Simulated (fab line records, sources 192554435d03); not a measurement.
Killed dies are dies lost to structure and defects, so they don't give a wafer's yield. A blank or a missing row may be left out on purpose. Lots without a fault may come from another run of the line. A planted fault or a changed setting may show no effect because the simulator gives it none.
fab line records | flow n5_finfet
record lots=7 wafers=21 last_day=17
route steps=1938 shown BEOL_M4@1111 BEOL_M8@1389 BEOL_M15@1774 MIM_TOP_ETCH@1851 PASSIVATION@1936
lots that met no fault: from a run of the same line without faults
start_h: hours from the record's first day to the start of the lot's first wafer shown | wait_h: hours since the lot's step before | " the same as in the row above | L1.1+2: a row that stands for several wafers | - no value, or no start given | * or withheld: withheld | < > ~ a bound
route shown NAME@n: a module of which the file shows steps, and the number in the route of the first | usual: mean/standard deviation of fault-free wafers | same: alike in all rows | chamber/n: place in a boat | sites: the reading at each site | _std_site: their standard deviation | _edge_site: outer sites' mean less inner sites' | radius_mm: how far each site lies from the wafer's centre | mask NAME#n: copy n | behind: the tool/chamber that last shaped the wafer | hold: why the lot was held/for how many hours/how that ended | device: the transistor (n, p or np) that didn't switch | end of line: the same wafers' tests at the end of the route | a step without rows: its recipe alone | killed: dies lost to structure and defects at the first sort, not the wafer's yield | map: a wafer's dies, x killed, . not, _ none there
set.NAME: the setting as run; set.NAME@STEP: as run at that earlier step | model.NAME: the simulator's own value behind a step, which no gauge read
steps of the route over a sample of lots; a table a step, a row a wafer
services: from which hour (start_h, from the record's first day; less than 0 if before it) a tool's chamber was out of use, for how many hours, and why
## steps
# step N5_BEOL_M4_RC_MEAS_101
# usual DIBL_N=36.4/1.4 DIBL_P=36.3/1.5 IOFF_N=0.162/0.023 IOFF_P=0.211/0.027 ION_N=676/9.7 ION_P=463/6.4 SS_N=71.5/0.5 SS_P=73.3/0.6 VT_N=249.3/2.5 VT_P=-249.9/2.8
# columns lot.wafer tool chamber start_h wait_h DIBL_N[mV/V] DIBL_P[mV/V] IOFF_N[nA/um] IOFF_P[nA/um] ION_N[uA/um] ION_P[uA/um] SS_N[mV/dec] SS_P[mV/dec] VT_N[mV] VT_P[mV]
L567.1 prober-02 0 171.00 0.0 38.5 37.2 0.193 0.238 675 461 72.4 73.6 249.0 -247.1
L567.3 " 0 " " 37.3 36.1 0.166 0.221 675 467 71.7 73.4 249.5 -250.3
L567.6 " 0 " " 37.8 36.4 0.186 0.228 676 459 72.4 74.0 248.0 -248.3
L576.1 prober-02 0 226.78 0.0 35.5 36.8 0.164 0.225 658 457 71.6 72.9 248.2 -250.1
L576.2 " 0 " " 34.9 34.7 0.145 0.190 661 456 71.4 72.5 249.2 -251.2
L576.4 " 0 " " 36.8 38.0 0.188 0.240 677 466 72.1 72.9 245.8 -249.5
L577.1 prober-02 0 233.52 0.0 35.0 36.0 0.133 0.176 668 463 71.6 73.2 250.4 -252.8
L577.2 " 0 " " 35.8 36.0 0.146 0.171 657 446 71.3 72.7 252.2 -252.0
L577.3 " 0 " " 35.3 36.2 0.143 0.181 675 459 71.8 73.3 248.1 -255.4
L578.2 prober-01 0 236.50 0.2 35.7 34.9 0.142 0.204 672 468 71.3 72.5 249.4 -246.3
L578.3 " 0 " " 36.9 36.0 0.154 0.207 660 459 71.2 73.3 246.6 -248.5
L578.4 " 0 " " 37.6 35.8 0.162 0.207 661 452 72.1 72.9 251.6 -247.9
L579.2 prober-02 0 237.07 0.2 37.0 36.7 0.177 0.185 682 456 71.9 73.0 247.8 -255.2
L579.3 " 0 " " 37.2 38.1 0.190 0.202 687 458 71.6 74.1 247.5 -252.1
L579.5 " 0 " " 37.8 37.9 0.192 0.205 686 459 71.6 73.4 244.2 -253.5
L586.3 prober-02 0 292.67 0.3 35.7 35.6 0.161 0.188 681 458 72.2 73.8 249.8 -252.5
L586.4 " 0 " " 36.4 37.2 0.173 0.212 675 457 71.8 74.8 248.5 -249.4
L586.6 " 0 " " 36.1 36.2 0.163 0.193 689 462 71.4 73.2 250.0 -252.2
L589.2 prober-01 0 296.27 0.2 36.9 36.1 0.163 0.192 676 459 71.7 73.5 249.4 -251.9
L589.4 " 0 " " 40.8 42.2 0.254 0.309 706 473 72.2 75.0 244.1 -243.8
L589.5 " 0 " " 38.4 38.3 0.188 0.240 699 472 71.9 74.3 248.1 -250.8
# step N5_BEOL_M8_ALD_77
# recipe material=TaN target_thk_a=20 temp_c=275 ald_precursor_family=PDMAT ald_co_reactant=NH3 pressure_torr=3 carrier_flow_sccm=1500 pulse_time_s=2 purge_time_s=3 co_reactant_purge_time_s=2 co_reactant_pulse_time_s=3 ald_cycles=40 precursor_vessel_temp_c=75 precursor_vessel_pressure_torr=26.25 precursor_vessel_carrier_sccm=1000
# usual heater_power_outer_w=230/33 heater_power_w=425/44
# columns lot.wafer tool chamber start_h wait_h heater_power_outer_w heater_power_w
L567.1 ald_metal-02 3 203.01 0.0 215 388
L567.3 " 2 " " 208 386
L567.6 " 3 " " 210 389
L576.1 ald_metal-02 3 263.78 0.0 215 382
L576.2 " 1 " " 223 413
L576.4 " 2 " " 217 379
L579.2 ald_metal-01 2 266.83 0.1 162 311
L579.3 " 1 " " 275 457
L579.5 " 3 " " 223 440
L578.2 ald_metal-02 0 270.00 0.1 226 467
L578.3 " 3 " " 213 396
L578.4 " 1 " " 225 414
L577.1 ald_metal-03 0 271.51 0.0 205 396
L577.2 " 2 " " 223 438
L577.3 " 3 " " 253 418
L586.3 ald_metal-02 3 333.56 0.1 214 400
L586.4 " 0 " " 227 453
L586.6 " 2 " " 216 388
L589.2 ald_metal-02 3 335.02 0.0 207 389
L589.4 " 0 " " 229 450
L589.5 " 2 " " 211 390
# step N5_BEOL_M15_THK_MEAS_01
# recipe reads=SiO2_of_BEOL_M15_ILD_DEP_00
# usual M15_ILD_THK=1632/18
# columns lot.wafer tool chamber start_h wait_h M15_ILD_THK[nm]
L567.1 film_metro-02 - 244.41 0.1 1632
L567.3 " - " " 1611
L567.6 " - " " 1632
L576.1 film_metro-02 - 313.72 0.2 1596
L576.2 " - " " 1629
L576.4 " - " " 1611
L579.2 film_metro-01 - 314.31 0.3 1615
L579.3 " - " " 1638
L579.5 " - " " 1633
L577.1 film_metro-01 - 315.12 0.2 1605
L577.2 " - " " 1610
L577.3 " - " " 1656
L578.2 film_metro-01 - 316.88 0.1 1615
L578.3 " - " " 1609
L578.4 " - " " 1641
L589.2 film_metro-02 - 381.61 0.1 1645
L589.4 " - " " 1650
L589.5 " - " " 1678
L586.3 film_metro-02 - 383.05 0.1 1619
L586.4 " - " " 1637
L586.6 " - " " 1640
# step N5_BEOL_M15_CD_MEAS_28
# recipe target_cd_nm=407.6 landing_energy_ev=500 detector=se_inlens
# usual cd_nm=407.3/1.4
# columns lot.wafer tool chamber start_h wait_h cd_nm
L567.1 cd_sem-01 0 246.30 - 408.4
L567.3 " 0 " " 404.9
L567.6 " 0 " " 406.2
L576.1 cd_sem-02 0 315.61 - 407.4
L576.2 " 0 " " 406.0
L576.4 " 0 " " 406.1
L579.2 cd_sem-03 0 316.14 - 406.3
L579.3 " 0 " " 406.5
L579.5 " 0 " " 405.0
L577.1 cd_sem-02 0 317.25 - 406.5
L577.2 " 0 " " 406.5
L577.3 " 0 " " 406.7
L578.2 cd_sem-03 0 318.91 - 407.9
L578.3 " 0 " " 407.8
L578.4 " 0 " " 407.6
L589.2 cd_sem-01 0 383.63 - 407.3
L589.4 " 0 " " 408.4
L589.5 " 0 " " 409.0
L586.3 cd_sem-03 0 384.81 - 406.1
L586.4 " 0 " " 407.2
L586.6 " 0 " " 405.0
# step N5_BEOL_M15_RC_MEAS_101
# usual COMB_M10=1.4e-11/3.2e-12 COMB_M11=1.46e-11/2.9e-12 COMB_M12=6.4e-12/1.3e-12 COMB_M13=4.7e-12/1e-12 COMB_M14=3.6e-12/7.9e-13 COMB_M15=2.6e-12/5.1e-13 COMB_M5=3.6e-11/7.6e-12 COMB_M6=2.4e-11/4.9e-12 COMB_M7=2.5e-11/5e-12 COMB_M8=2.6e-11/5.5e-12 COMB_M8_max_site=3.7e-11/7.9e-12 COMB_M9=1.5e-11/3.2e-12 COMB_M9_max_site=2.2e-11/5e-12 SERP_M10=3.06/0.068 SERP_M11=3.08/0.068 SERP_M11_max_site=3.18/0.068 SERP_M12=0.629/0.014 SERP_M13=0.311/0.0052 SERP_M14=0.159/0.0031 SERP_M5=38.5/1.3 SERP_M6=13.7/0.42 SERP_M7=13.8/0.45 SERP_M8=13.9/0.43 SERP_M8_max_site=14.4/0.46 SERP_M9=3.09/0.075
# columns lot.wafer tool chamber start_h wait_h COMB_M10[S/m] COMB_M11[S/m] COMB_M12[S/m] COMB_M13[S/m] COMB_M14[S/m] COMB_M15[S/m] COMB_M5[S/m] COMB_M6[S/m] COMB_M7[S/m] COMB_M8[S/m] COMB_M8_max_site[S/m] COMB_M9[S/m] COMB_M9_max_site[S/m] SERP_M10[ohm/um] SERP_M11[ohm/um] SERP_M11_max_site[ohm/um] SERP_M12[ohm/um] SERP_M13[ohm/um] SERP_M14[ohm/um] SERP_M5[ohm/um] SERP_M6[ohm/um] SERP_M7[ohm/um] SERP_M8[ohm/um] SERP_M8_max_site[ohm/um] SERP_M9[ohm/um]
L567.1 prober-01 0 248.88 0.0 1.1e-11 1.56e-11 5.7e-12 4.8e-12 3e-12 2.9e-12 3.3e-11 2.6e-11 2.7e-11 1.6e-11 2.9e-11 1.1e-11 1.8e-11 3.14 2.99 3.20 0.624 0.313 0.159 37.7 13.4 13.4 14.2 14.7 3.10
L567.3 " 0 " " 1.3e-11 1.39e-11 5.6e-12 4.4e-12 2.6e-12 2.8e-12 3.8e-11 1.9e-11 3.3e-11 2.2e-11 3e-11 1.2e-11 1.9e-11 3.14 3.01 3.07 0.629 0.308 0.156 39.8 14.3 13.9 13.7 14.2 3.01
L567.6 " 0 " " 8e-12 1.58e-11 4.9e-12 5.5e-12 3.2e-12 2.2e-12 2.8e-11 1.9e-11 2.6e-11 2.7e-11 4.4e-11 1.1e-11 1.7e-11 3.17 2.98 3.08 0.654 0.295 0.157 38.3 13.9 12.8 13.7 14.6 3.07
L576.1 prober-02 0 318.48 0.0 1.4e-11 1.65e-11 6.1e-12 6.7e-12 3.2e-12 3.4e-12 2.5e-11 1.8e-11 3.3e-11 2e-11 2.8e-11 2.5e-11 3.2e-11 2.99 2.99 3.15 0.616 0.307 0.160 37.9 13.5 14.1 13.8 13.9 3.13
L576.2 " 0 " " 1.2e-11 2.21e-11 5.1e-12 5.6e-12 3.4e-12 2.3e-12 3.6e-11 1.9e-11 3.4e-11 3.1e-11 5e-11 2.4e-11 3.2e-11 3.04 3.04 3.09 0.625 0.309 0.160 39.4 13.5 14.2 14.4 14.7 3.10
L576.4 " 0 " " 1.3e-11 2.62e-11 6.3e-12 4.6e-12 4.2e-12 2.8e-12 3.7e-11 2.4e-11 2.5e-11 2.3e-11 3e-11 1.7e-11 2.4e-11 3.06 3.08 3.16 0.639 0.312 0.155 40.2 13.7 13.7 13.7 14.3 3.10
L579.2 prober-01 0 319.48 0.2 1.9e-11 1.38e-11 6.2e-12 4.4e-12 3.8e-12 2.8e-12 3.1e-11 2.8e-11 2.1e-11 2.8e-11 5.1e-11 1.7e-11 3.1e-11 3.06 3.09 3.17 0.644 0.311 0.154 38.6 13.2 13.7 13.9 14.2 3.08
L579.3 " 0 " " 1.2e-11 1.95e-11 5.5e-12 4.1e-12 2.1e-12 2.6e-12 3.4e-11 2.7e-11 2.7e-11 2.3e-11 3.5e-11 1e-11 1.6e-11 2.97 3.18 3.23 0.642 0.313 0.160 38.6 13.8 12.8 14.0 14.3 3.04
L579.5 " 0 " " 1.2e-11 1.23e-11 5.1e-12 3.4e-12 3.8e-12 2.4e-12 3.7e-11 2.4e-11 3.2e-11 2.2e-11 4.4e-11 1.4e-11 2.1e-11 3.00 3.12 3.22 0.628 0.309 0.165 37.9 13.6 13.3 13.7 14.2 3.13
L577.1 prober-02 0 319.80 0.0 1.4e-11 1.5e-11 4.4e-12 4e-12 4.9e-12 2e-12 3.7e-11 2.8e-11 2.1e-11 2.2e-11 3.1e-11 1.6e-11 2.3e-11 2.96 3.17 3.24 0.623 0.318 0.161 39.6 14.6 13.7 13.9 14.5 3.08
L577.2 " 0 " " 2.1e-11 1.69e-11 6.5e-12 4.5e-12 4.1e-12 2.6e-12 2.9e-11 2.3e-11 2.3e-11 2.6e-11 3.5e-11 1.3e-11 2.1e-11 3.02 3.04 3.17 0.636 0.310 0.161 40.8 13.4 13.7 13.2 13.9 3.15
L577.3 " 0 " " 1.3e-11 1.32e-11 6.8e-12 7.3e-12 4.3e-12 2.9e-12 3.7e-11 2.3e-11 2e-11 2.5e-11 3e-11 1.5e-11 2.4e-11 3.13 3.11 3.19 0.632 0.316 0.160 39.6 13.6 13.7 13.8 14.2 3.20
L578.2 prober-01 0 322.46 0.2 1.2e-11 1.27e-11 6.9e-12 4.7e-12 3.3e-12 2.3e-12 2.6e-11 2.3e-11 2.1e-11 2.4e-11 2.8e-11 2.6e-11 3.5e-11 3.01 3.07 3.24 0.648 0.310 0.159 38.8 13.0 14.1 14.2 14.5 3.23
L578.3 " 0 " " 1.3e-11 1.62e-11 4.4e-12 4.8e-12 2.7e-12 2.5e-12 4.1e-11 2.8e-11 2.2e-11 3e-11 3.6e-11 1.7e-11 2.2e-11 3.04 3.00 3.08 0.628 0.316 0.160 37.8 13.4 14.3 14.1 14.6 3.18
L578.4 " 0 " " 8e-12 1.52e-11 7e-12 4.5e-12 3.9e-12 2.5e-12 2.4e-11 1.7e-11 2.2e-11 2.4e-11 4.4e-11 1.5e-11 2.3e-11 3.00 3.04 3.12 0.652 0.316 0.160 39.8 13.3 14.5 14.0 14.3 3.28
L589.2 prober-01 0 387.98 0.2 9e-12 1.81e-11 3.9e-12 4e-12 3e-12 2.3e-12 3.8e-11 2.6e-11 1.9e-11 3.7e-11 1.38e-10 1.3e-11 2e-11 3.11 3.28 3.36 0.627 0.300 0.158 41.5 14.3 14.4 13.5 14.0 3.23
L589.4 " 0 " " 1.6e-11 1.28e-11 4.6e-12 6.4e-12 2.8e-12 3e-12 4.2e-11 3.2e-11 2.4e-11 2.7e-11 4.3e-11 1.1e-11 1.4e-11 3.04 3.17 3.21 0.639 0.314 0.165 41.3 13.9 14.4 14.2 14.5 3.17
L589.5 " 0 " " 1.7e-11 1.6e-11 7.9e-12 4.7e-12 3.8e-12 4.2e-12 3.2e-11 2.5e-11 1.8e-11 1.9e-11 3.2e-11 1.1e-11 2e-11 3.14 3.27 3.29 0.613 0.300 0.167 42.0 14.0 14.3 13.7 14.1 3.24
L586.3 prober-01 0 389.06 0.6 1.6e-11 1.96e-11 7e-12 6.6e-12 3.9e-12 2.4e-12 3.7e-11 2.3e-11 2.3e-11 3.2e-11 1.31e-10 1.2e-11 2e-11 2.99 3.11 3.21 0.612 0.308 0.157 38.7 13.3 14.3 13.5 14.3 3.04
L586.4 " 0 " " 1.3e-11 1.48e-11 6.8e-12 5.5e-12 2.9e-12 3e-12 3.5e-11 1.7e-11 2.6e-11 2.8e-11 4.3e-11 1.3e-11 1.7e-11 2.92 2.98 3.14 0.636 0.316 0.158 38.1 13.8 14.3 14.2 14.7 3.11
L586.6 " 0 " " 1.3e-11 1.53e-11 5.7e-12 5.9e-12 3.8e-12 2e-12 4.2e-11 2.1e-11 2.5e-11 2.8e-11 3.5e-11 1.1e-11 1.6e-11 3.06 3.01 3.22 0.628 0.313 0.157 38.2 13.0 14.3 14.8 15.4 3.16
# step N5_MIM_TOP_ETCH_ETCH_00
# recipe chemistry=Cl2/BCl3 target=TiN target_depth_a=385 ion_energy_ev=150 pressure_mtorr=10 icp_w=1000 bias_w=126 Cl2_flow_sccm=53.25 bcl3_flow_sccm=21.75 Ar_flow_sccm=25
# usual drypump_motor_current_A=5.99/0.23 oes_product_au=0.79/0.11 throttle_valve_pct=22.82/0.12
# columns lot.wafer tool chamber start_h wait_h drypump_motor_current_A oes_product_au rf_hours_counter_h throttle_valve_pct
L567.1 rie_metal-01 0 254.07 0.1 6.37 0.76 45 22.80
L567.3 " 0 " " 6.36 0.75 - 22.79
L567.6 " 0 " " 6.34 0.75 - 22.82
L576.1 rie_metal-01 0 322.28 0.1 6.36 0.74 51 22.82
L576.2 " 1 " " 5.74 0.62 109 22.77
L576.4 " 1 " " 5.72 0.62 - 22.76
L579.2 rie_metal-02 0 323.78 0.1 6.09 0.92 7 22.95
L579.3 " 0 " " 6.11 0.92 - 22.94
L579.5 " 0 " " 6.07 0.93 - 22.94
L577.1 rie_metal-02 1 325.59 0.1 5.81 0.71 68 22.79
L577.2 " 0 " " 6.12 0.92 7 22.95
L577.3 " 0 " " 6.11 0.92 - 22.96
L578.2 rie_metal-01 0 326.92 0.1 6.42 0.73 51 22.82
L578.3 " 1 " " 5.70 0.62 - 22.76
L578.4 " 0 " " 6.40 0.74 - 22.82
L589.2 rie_metal-01 1 392.38 0.1 5.73 0.99 0 22.48
L589.4 " 0 " " 6.34 0.72 - 22.84
L589.5 " 0 " " 6.38 0.71 - 22.83
L586.3 rie_metal-03 0 393.14 0.1 5.77 0.90 - 22.98
L586.4 " 1 " " 6.15 0.80 - 22.63
L586.6 " 0 " " 5.79 0.89 - 22.98
# step N5_PASSIVATION_PROBE_49
# usual defect_limited_yield=91.3/1.3 killed_at_M0_to_M3=33/8.9 killed_at_M4_up=15/5.4 killed_at_contacts=13/5.8 killed_at_front_end=39/9.9 killed_at_other=3.2/2.9 killed_dies=102/15 killed_open=68/12 killed_short=34/7.6 sort_bin_4_leakage=0.00/0.007 sort_bin_5_function=5.1/0.89 sort_bin_6_memory=3.2/0.63 sort_bin_8_speed=0.00/0.007 sort_n_pass=1078/15 sort_yield_pct=91.3/1.3
# same gross_dies=1180 killed_at_back_side=0
# columns lot.wafer tool chamber start_h wait_h defect_limited_yield[%] killed_at_M0_to_M3 killed_at_M4_up killed_at_contacts killed_at_front_end killed_at_other killed_dies killed_open killed_short sort_bin_4_leakage[%] sort_bin_5_function[%] sort_bin_6_memory[%] sort_bin_8_speed[%] sort_n_pass sort_yield_pct[%]
L567.1 prober-01 - 263.01 0.0 90.9 24 24 14 41 4 107 79 28 0 5.0 3.7 0 1073 90.9
L567.3 prober-01 - 263.11 0.1 92.7 27 12 11 33 3 86 56 30 0 3.9 3.3 0 1094 92.7
L567.6 prober-01 - 263.26 0.3 92.0 45 11 9 21 8 94 59 34 0 5.2 2.2 0 1086 92.0
L576.1 prober-01 - 331.56 0.0 89.7 31 14 13 59 5 122 86 36 0 6.7 3.1 0 1058 89.7
L576.2 prober-01 - 331.61 0.1 92.2 26 21 3 40 2 92 54 38 0 4.0 3.5 0 1088 92.2
L576.4 prober-01 - 331.71 0.2 90.2 39 18 13 45 1 116 82 34 0 5.5 4.1 0 1064 90.2
L579.2 prober-01 - 332.60 0.1 89.2 60 10 24 32 1 127 79 48 0 5.8 4.6 0 1053 89.2
L579.3 prober-01 - 332.65 0.1 91.1 41 9 8 47 0 105 76 29 0 5.3 3.4 0 1075 91.1
L579.5 prober-01 - 332.75 0.2 91.9 33 9 11 35 7 95 63 32 0 4.8 2.9 0 1085 91.9
L577.1 prober-01 - 335.09 0.0 92.4 16 30 9 31 4 90 64 26 0 4.9 2.2 0 1090 92.4
L577.2 prober-01 - 335.14 0.1 91.4 38 14 12 26 11 101 62 37 0 4.8 3.4 0.08 1078 91.4
L577.3 prober-01 - 335.19 0.1 93.0 22 18 12 28 3 83 52 29 0 4.1 2.8 0 1097 93.0
L578.2 prober-01 - 336.70 0.1 92.5 18 19 7 36 8 88 60 27 0 4.2 3.1 0 1092 92.5
L578.3 prober-01 - 336.75 0.1 92.1 29 8 14 31 11 93 57 36 0 4.4 3.1 0 1087 92.1
L578.4 prober-01 - 336.80 0.2 89.5 27 28 8 55 6 124 85 36 0 6.5 3.7 0 1056 89.5
L589.2 prober-02 - 402.13 0.1 90.3 25 16 20 50 4 115 73 39 0.25 5.6 3.5 0 1065 90.3
L589.4 prober-02 - 402.23 0.2 90.2 42 7 25 41 1 116 75 41 0.08 6.1 3.5 0 1063 90.1
L589.5 prober-02 - 402.28 0.2 90.3 38 10 23 41 3 115 82 33 0 5.8 3.6 0 1065 90.3
L586.3 prober-01 - 402.58 0.1 91.9 15 15 21 40 4 95 59 33 0.25 4.8 2.6 0 1085 91.9
L586.4 prober-01 - 402.63 0.2 90.3 41 12 16 41 5 115 77 37 0 5.9 3.3 0 1065 90.3
L586.6 prober-01 - 402.73 0.3 91.4 27 11 22 37 4 101 78 21 0 4.8 3.4 0 1079 91.4
# killed by level:class
L567.1 BEOL_M0_SAQP:geometric_particle:open=9 FIN_SAQP:geometric_particle:open=8 MOL_CONTACT_COAG:geometric_particle:open=8 BEOL_M4:geometric_particle:open=8 STARTING-WAFER:geometric_particle:open=7 MOL_CONTACT_COAG:geometric_particle:short=6 STI_FIN_REVEAL:geometric_particle:open=5 BEOL_M5:geometric_particle:open=5
L567.3 BEOL_M0_SAQP:geometric_particle:open=12 MOL_CONTACT_COAG:geometric_particle:open=9 BEOL_M0_SAQP:geometric_particle:short=8 FIN_SAQP:geometric_particle:short=7 STI_FIN_REVEAL:geometric_particle:open=5 DUMMY_GATE:geometric_particle:open=5 FIN_SAQP:geometric_particle:open=4 BEOL_M3:geometric_particle:open=4
L567.6 BEOL_M0_SAQP:geometric_particle:short=10 BEOL_M0_SAQP:geometric_particle:open=9 MOL_CONTACT_COAG:geometric_particle:open=8 BEOL_M3:geometric_particle:open=8 BEOL_M1:geometric_particle:open=6 BEOL_M3:geometric_particle:short=6 PASS1_CAP:geometric_particle:open=5 STARTING-WAFER:geometric_particle:open=5
L576.1 STI_FIN_REVEAL:geometric_particle:open=15 MOL_CONTACT_COAG:geometric_particle:open=11 FIN_SAQP:geometric_particle:short=10 FIN_SAQP:geometric_particle:open=9 DUMMY_GATE:geometric_particle:open=9 BEOL_M2:geometric_particle:open=8 BEOL_M4:geometric_particle:open=8 BEOL_M3:geometric_particle:open=5
L576.2 BEOL_M4:geometric_particle:open=7 DUMMY_GATE:geometric_particle:open=6 BEOL_M0:geometric_particle:open=6 FIN_SAQP:geometric_particle:short=5 STI_FIN_REVEAL:geometric_particle:open=5 GATE_CUT:geometric_particle:short=5 FIN_SAQP:geometric_particle:open=4 FIN_CUT:geometric_particle:short=4
L576.4 BEOL_M3:geometric_particle:open=13 STI_FIN_REVEAL:geometric_particle:open=9 FIN_SAQP:geometric_particle:short=8 MOL_CONTACT_COAG:geometric_particle:open=8 BEOL_M4:geometric_particle:open=8 FIN_SAQP:geometric_particle:open=6 GATE_CUT:geometric_particle:short=5 MOL_CONTACT_COAG:geometric_particle:short=5
L579.2 MOL_CONTACT_COAG:geometric_particle:open=18 BEOL_M0_SAQP:geometric_particle:open=17 BEOL_M0_SAQP:geometric_particle:short=13 BEOL_M2:geometric_particle:open=8 FIN_SAQP:geometric_particle:open=7 DUMMY_GATE:geometric_particle:open=7 BEOL_M3:geometric_particle:open=7 MOL_CONTACT_COAG:geometric_particle:short=6
L579.3 STI_FIN_REVEAL:geometric_particle:open=16 BEOL_M3:geometric_particle:open=13 BEOL_M0_SAQP:geometric_particle:short=8 BEOL_M2:geometric_particle:open=8 DUMMY_GATE:geometric_particle:open=7 BEOL_M0_SAQP:geometric_particle:open=7 FIN_SAQP:geometric_particle:open=6 MOL_CONTACT_COAG:geometric_particle:open=6
L579.5 FIN_SAQP:geometric_particle:open=10 FIN_SAQP:geometric_particle:short=9 MOL_CONTACT_COAG:geometric_particle:open=9 BEOL_M1:geometric_particle:open=8 DUMMY_GATE:geometric_particle:open=5 BEOL_M0_SAQP:geometric_particle:open=5 BEOL_M0_SAQP:geometric_particle:short=5 STI_FIN_REVEAL:geometric_particle:open=4
L577.1 BEOL_M4:geometric_particle:open=15 STI_FIN_REVEAL:geometric_particle:open=9 MOL_CONTACT_COAG:geometric_particle:open=8 BEOL_M5:geometric_particle:open=5 DUMMY_GATE:geometric_particle:open=4 BEOL_M3:geometric_particle:open=4 STARTING-WAFER:geometric_particle:short=4 FIN_SAQP:geometric_particle:open=3
L577.2 BEOL_M0_SAQP:geometric_particle:open=10 BEOL_M4:geometric_particle:open=9 BEOL_M0_SAQP:geometric_particle:short=9 MOL_CONTACT_COAG:geometric_particle:open=9 STI_FIN_REVEAL:geometric_particle:open=7 BEOL_M3:geometric_particle:short=6 BEOL_M2:geometric_particle:open=5 FIN_SAQP:geometric_particle:open=4
L577.3 MOL_CONTACT_COAG:geometric_particle:open=12 BEOL_M0_SAQP:geometric_particle:short=8 FIN_SAQP:geometric_particle:open=6 BEOL_M0_SAQP:geometric_particle:open=6 ILD0:geometric_particle:short=4 STARTING-WAFER:geometric_particle:short=4 STI_FIN_REVEAL:geometric_particle:open=3 GATE_CUT:geometric_particle:short=3
L578.2 FIN_SAQP:geometric_particle:open=15 FIN_SAQP:geometric_particle:short=11 BEOL_M4:geometric_particle:open=10 MOL_CONTACT_COAG:geometric_particle:open=7 DUMMY_GATE:geometric_particle:open=5 BEOL_M2:geometric_particle:open=5 BEOL_M3:geometric_particle:open=4 PAD_METAL:geometric_particle:short=4
L578.3 FIN_SAQP:geometric_particle:short=12 MOL_CONTACT_COAG:geometric_particle:open=11 BEOL_M3:geometric_particle:open=8 PAD_METAL:geometric_particle:short=6 BEOL_M0_SAQP:geometric_particle:open=5 BEOL_M1:geometric_particle:open=5 FIN_SAQP:geometric_particle:open=4 BEOL_M0_SAQP:geometric_particle:short=4
L578.4 BEOL_M4:geometric_particle:open=19 FIN_SAQP:geometric_particle:open=17 FIN_SAQP:geometric_particle:short=14 BEOL_M3:geometric_particle:open=13 STI_FIN_REVEAL:geometric_particle:open=10 MOL_CONTACT_COAG:geometric_particle:open=5 BEOL_M3:geometric_particle:short=5 BEOL_M5:geometric_particle:open=4
L589.2 MOL_CONTACT_COAG:geometric_particle:open=16 FIN_SAQP:geometric_particle:open=9 FIN_SAQP:geometric_particle:short=9 STI_FIN_REVEAL:geometric_particle:open=8 BEOL_M0_SAQP:geometric_particle:open=6 BEOL_M1:geometric_particle:short=6 BEOL_M5:geometric_particle:open=6 DUMMY_GATE:geometric_particle:open=5
L589.4 MOL_CONTACT_COAG:geometric_particle:open=20 BEOL_M0_SAQP:geometric_particle:open=13 STI_FIN_REVEAL:geometric_particle:open=12 BEOL_M0_SAQP:geometric_particle:short=8 BEOL_M2:geometric_particle:short=7 FIN_SAQP:geometric_particle:short=5 FIN_SAQP:geometric_particle:open=5 MOL_CONTACT_COAG:geometric_particle:short=5
L589.5 MOL_CONTACT_COAG:geometric_particle:open=22 STI_FIN_REVEAL:geometric_particle:open=15 BEOL_M0_SAQP:geometric_particle:short=9 BEOL_M0_SAQP:geometric_particle:open=9 BEOL_M1:geometric_particle:open=6 STI_FIN_REVEAL:geometric_particle:short=5 DUMMY_GATE:geometric_particle:open=5 BEOL_M1:geometric_particle:short=5
L586.3 MOL_CONTACT_COAG:geometric_particle:open=18 FIN_SAQP:geometric_particle:open=13 FIN_SAQP:geometric_particle:short=6 STI_FIN_REVEAL:geometric_particle:open=6 BEOL_M4:geometric_particle:open=6 BEOL_M2:geometric_particle:open=4 BEOL_M4:geometric_particle:short=4 GATE_CUT:geometric_particle:short=3
L586.4 MOL_CONTACT_COAG:geometric_particle:open=15 BEOL_M2:geometric_particle:open=13 BEOL_M0_SAQP:geometric_particle:short=10 FIN_SAQP:geometric_particle:open=8 STI_FIN_REVEAL:geometric_particle:open=8 FIN_SAQP:geometric_particle:short=7 DUMMY_GATE:geometric_particle:open=7 BEOL_M0_SAQP:geometric_particle:open=7
L586.6 MOL_CONTACT_COAG:geometric_particle:open=22 FIN_SAQP:geometric_particle:open=11 BEOL_M4:geometric_particle:open=7 STI_FIN_REVEAL:geometric_particle:open=6 BEOL_M0_SAQP:geometric_particle:open=6 STARTING-WAFER:geometric_particle:open=5 BEOL_M0:geometric_particle:open=4 BEOL_M3:geometric_particle:open=4
## services
# columns tool chamber start_h hours kind
rie_metal-02 1 182.26 13.6 repair
rie_metal-03 0 201.58 16.2 repair
rie_metal-03 0 217.91 - clean
rie_metal-03 0 217.91 17.4 scheduled_down
rie_metal-03 0 217.91 17.4 vent_cycle
rie_metal-02 0 218.93 - clean
rie_metal-02 0 218.93 18.7 scheduled_down
rie_metal-02 0 218.93 18.7 vent_cycle
ald_metal-03 2 227.07 25.8 repair
ald_metal-02 3 241.36 4.2 repair
ald_metal-01 0 260.24 7.8 repair
rie_metal-02 - 290.93 2.8 pm
ald_metal-02 3 298.65 15.9 repair
ald_metal-03 2 315.17 6.9 repair
ald_metal-02 1 319.33 1.8 repair
ald_metal-01 - 337.25 14.0 pm
ald_metal-01 0 337.25 14.0 vent_cycle
ald_metal-01 1 337.25 14.0 vent_cycle
ald_metal-01 2 337.25 14.0 vent_cycle
ald_metal-01 3 337.25 14.0 vent_cycle
rie_metal-01 1 356.72 - clean
rie_metal-01 1 356.72 34.2 scheduled_down
rie_metal-01 1 356.72 34.2 vent_cycle
ald_metal-01 - 370.29 1.7 repair
## key
first_sign step=N5_BEOL_M15_RC_MEAS_101 reading=COMB_M8_max_site direction=up sigmas=12 usual=3.7e-11 struck=1.35e-10
effect step=N5_PASSIVATION_PROBE_49 reading=sort_bin_4_leakage direction=up sigmas=3 usual=0.00 struck=0.25
met_at N5_BEOL_M8_ALD_77
struck_lots L586,L589
struck_wafers L586.3,L589.2
not_acting_at N5_BEOL_M15_THK_MEAS_01,N5_BEOL_M15_CD_MEAS_28,N5_MIM_TOP_ETCH_ETCH_00
onset_between 270.00 333.56
fault kind=site_profile_drift tool=ald_metal-02 chamber=3 onset_h=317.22 steps=N5_BEOL_M8_ALD_77 basis=fraction max_abs_drift=0.40719 slope_share_per_hr=90.486 site_pattern=0,0,0,0,0,-1,-1,-1,-1
